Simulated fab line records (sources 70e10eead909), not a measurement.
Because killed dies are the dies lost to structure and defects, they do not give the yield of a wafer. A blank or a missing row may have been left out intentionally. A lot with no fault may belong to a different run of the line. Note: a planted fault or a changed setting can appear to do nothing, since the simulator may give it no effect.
Which of the tools did it? -- flow nand-harc -- Sampling: 12 lots, 36 wafers, 6 of 1302 route steps

WHAT THE GAUGES SHOWED, per wafer
NHARC_P_GATE_CD_MEAS_11 targets a cd of 1640 nm. Usual: cd-nm at 1640.2 nm, with a standard deviation of 1.1.
lot,measured,on,cd-nm (nm),flag
L517,day 4 08:19,cd-sem-03,1640.4 1639.3 1639.0,
L519,day 5 11:01,cd-sem-03,1640.6 1638.9 1640.2,
L520,day 5 16:00,cd-sem-03,1641.2 1640.6 1641.8,
L521,day 6 05:19,cd-sem-01,1639.5 1639.7 1640.0,
L522,day 6 11:02,cd-sem-03,1640.5 1640.1 1639.7,
L523,day 6 18:56,cd-sem-02,- - -,OFF
L533,day 10 22:17,cd-sem-02,1638.2 1639.0 1638.8,
L534,day 11 10:31,cd-sem-02,1640.4 1641.1 1643.1,
L536,day 12 08:28,cd-sem-02,1638.8 1639.5 1639.6,
L537,day 12 18:05,cd-sem-02,1640.0 1640.9 1641.2,
L539,day 13 17:38,cd-sem-02,1640.7 1642.8 1641.3,
L540,day 13 23:36,cd-sem-02,1640.9 1640.3 1641.0,

NHARC_P_GATE_INSPECT_28. Usual: raw-defect-count at 6, with a standard deviation of 3.1.
lot,measured,on,raw-defect-count,flag
L517,day 4 23:45,defect-inspect-02,2 3 4,
L519,day 6 01:31,defect-inspect-01,3 12 12,
L520,day 6 11:11,defect-inspect-01,9 5 4,
L521,day 6 21:37,defect-inspect-01,9 4 3,
L522,day 7 01:11,defect-inspect-02,2 4 5,
L523,day 7 09:17,defect-inspect-02,8 6 5,
L533,day 11 14:38,defect-inspect-02,11 5 4,
L534,day 12 01:47,defect-inspect-02,8 1 4,
L536,day 13 03:40,defect-inspect-01,5 4 1,
L537,day 13 08:16,defect-inspect-02,7 10 4,
L539,day 14 07:53,defect-inspect-02,4 4 3,
L540,day 14 15:21,defect-inspect-01,7 5 10,

NHARC_END_SORT_01. Usual: killed-at-array 56, standard deviation 20; killed-at-other 1, standard deviation 1.3; killed-at-periphery 3.5, standard deviation 2.7; killed-dies 60, standard deviation 20; killed-open 3.3, standard deviation 1.6; killed-short 2.4, standard deviation 1.5.
lot,measured,on,killed-at-array,killed-at-other,killed-at-periphery,killed-dies,killed-open,killed-short,flag
L523,day 26 19:40,prober-01,49 46 59,0 1 0,628 630 618,677 677 677,4 5 3,0 3 6,OFF
L533,day 31 01:58,prober-02,117 105,2 0,1 2,120 107,3 4,1 4,

TOOL THAT RAN EACH LOT (tool first, then ch and the chambers of the sampled wafers, then the start)
lot,NHARC_P_GATE_EXPOSE_08,NHARC_P_GATE_ETCH_114,NHARC_P_GATE_STRIP_108
L517,"krf-scanner-02 ch 0, day 4 08:10","rie-diel-10 ch 0,2,3, day 5 00:26 or earlier","rie-diel-03 ch 0,1,3, day 5 00:26"
L519,"krf-scanner-02 ch 0, day 5 10:52","rie-diel-03 ch 0,1,3, day 6 02:13 or earlier","rie-diel-10 ch 1,2, day 6 02:13"
L520,"krf-scanner-03 ch 0, day 5 15:51","rie-diel-11 ch 0,1,3, day 6 11:56 or earlier","rie-diel-10 ch 1,2, day 6 11:56"
L521,"krf-scanner-02 ch 0, day 6 05:10","rie-diel-03 ch 0,1,3, day 6 22:19 or earlier","rie-diel-03 ch 0,1,2, day 6 22:19"
L522,"krf-scanner-02 ch 0, day 6 10:53","rie-diel-10 ch 0,3, day 7 01:52 or earlier","rie-diel-03 ch 2,3, day 7 01:52"
L523,"krf-scanner-02 ch 0, day 6 18:47","rie-diel-10 ch 1,2,3, day 7 09:58 or earlier","rie-diel-11 ch 0,3, day 7 09:58"
L533,"krf-scanner-02 ch 0, day 10 22:07","rie-diel-11 ch 1,3, day 11 15:20 or earlier","rie-diel-10 ch 0,1,3, day 11 15:20"
L534,"krf-scanner-02 ch 0, day 11 10:21","rie-diel-10 ch 0,1,3, day 12 02:28 or earlier","rie-diel-03 ch 0,2,3, day 12 02:28"
L536,"krf-scanner-02 ch 0, day 12 08:19","rie-diel-11 ch 0,1,3, day 13 04:23 or earlier","rie-diel-03 ch 1,2,3, day 13 04:23"
L537,"krf-scanner-03 ch 0, day 12 17:56","rie-diel-11 ch 0,2,3, day 13 08:59 or earlier","rie-diel-10 ch 0,2, day 13 08:59"
L539,"krf-scanner-01 ch 0, day 13 17:29","rie-diel-10 ch 2,3, day 14 08:34 or earlier","rie-diel-11 ch 0,2,3, day 14 08:34"
L540,"krf-scanner-01 ch 0, day 13 23:27","rie-diel-11 ch 0,2, day 14 16:08 or earlier","rie-diel-03 ch 0,3, day 14 16:08"
- NHARC_P_GATE_EXPOSE_08: exposes mask P HV.
- NHARC_P_GATE_ETCH_114: etches the open film in CF4/O2, target depth 30 nm, overetch 3 nm, time 16.5 s.
- NHARC_P_GATE_STRIP_108: strips in O2.

WHAT THE TOOLS THEMSELVES READ (means of the sampled wafers that have a number; where no wafer has one, the mark that the record gives instead)
NHARC_P_GATE_ETCH_114. Usual: drypump-motor-current-A 5.6 A, standard deviation 0.5; oes-product-au 1.003 a.u., standard deviation 0.008; rf-vpp-V 197.8 V, standard deviation 1.4; showerhead-plenum-p-Torr 1.34 Torr, standard deviation 0.051; throttle-valve-pct 13.398 %, standard deviation 0.0098.
lot,tool,drypump-motor-current-A (A),oes-product-au (a.u.),rf-vpp-V (V),showerhead-plenum-p-Torr (Torr),throttle-valve-pct (%),flag
L517,rie-diel-10,5.9,1.004,198.9,1.38,13.398,
L519,rie-diel-03,5.6,1.009,198.9,1.39,13.405,
L520,rie-diel-11,5.4,0.998,196.5,1.29,13.399,
L521,rie-diel-03,5.6,1.004,199.0,1.39,13.401,
L522,rie-diel-10,5.5,1.006,199.3,1.39,13.402,
L523,rie-diel-10,5.7,1.021,197.5,1.34,13.398,
L533,rie-diel-11,5.7,1.005,196.7,1.28,13.401,
L534,rie-diel-10,5.6,1.001,197.8,1.36,13.400,
L536,rie-diel-11,5.4,1.004,196.2,1.29,13.398,
L537,rie-diel-11,5.7,1.004,197.3,1.30,13.407,
L539,rie-diel-10,5.5,1.008,198.4,1.37,13.409,
L540,rie-diel-11,5.6,0.993,198.6,1.33,13.399,

NHARC_P_GATE_STRIP_108. Usual: drypump-motor-current-A 5.6 A, standard deviation 0.5; oes-product-au 1.004 a.u., standard deviation 0.0071; rf-vpp-V 57.8 V, standard deviation 0.78; showerhead-plenum-p-Torr 3.55 Torr, standard deviation 0.13; throttle-valve-pct 17.036 %, standard deviation 0.01.
lot,tool,drypump-motor-current-A (A),oes-product-au (a.u.),rf-vpp-V (V),showerhead-plenum-p-Torr (Torr),throttle-valve-pct (%),flag
L517,rie-diel-03,5.6,1.007,58.0,3.66,17.042,
L519,rie-diel-10,5.9,1.008,57.9,3.48,17.025,
L520,rie-diel-10,5.9,1.003,57.0,3.48,17.040,
L521,rie-diel-03,5.7,1.004,57.7,3.69,17.040,
L522,rie-diel-03,5.1,1.003,58.4,3.55,17.034,
L523,rie-diel-11,5.4,1.003,57.4,3.38,17.033,
L533,rie-diel-10,5.6,1.011,58.5,3.60,17.040,
L534,rie-diel-03,5.3,0.999,58.3,3.62,17.041,
L536,rie-diel-03,5.5,1.008,58.2,3.59,17.030,
L537,rie-diel-10,6.3,1.008,58.0,3.64,17.034,
L539,rie-diel-11,5.7,1.004,57.6,3.44,17.035,
L540,rie-diel-03,5.2,1.010,57.4,3.59,17.045,

THE ANSWER, worked out from the rows above alone
Rule: take the mean of a lot's wafers that have a number; if it is more than 3 standard deviations from the usual mean, the lot is off. Also off: a lot with no number at a reading for which 4 or more lots have one. Any other lot the step has rows for is counted as sound. After the gauges, taken in route order, come the tools' own readings; for these a lot's mean is taken, as printed above. The first step at which some lot is off is used, and at that step the reading that is off furthest; a lot without a number counts as furthest.
Off at NHARC_P_GATE_CD_MEAS_11 (cd-nm): L523. Without a number there: L523.
A tool fits if, at a process step before that reading, it ran every lot that is off, and no sound lot after the first of them. Not tried: the gauges at NHARC_P_GATE_CD_MEAS_11; whatever is off there is also off at NHARC_END_SORT_01, on other tools, and gauge error can't account for it. None of those tried fits.

WHAT THE SIMULATOR PUT IN
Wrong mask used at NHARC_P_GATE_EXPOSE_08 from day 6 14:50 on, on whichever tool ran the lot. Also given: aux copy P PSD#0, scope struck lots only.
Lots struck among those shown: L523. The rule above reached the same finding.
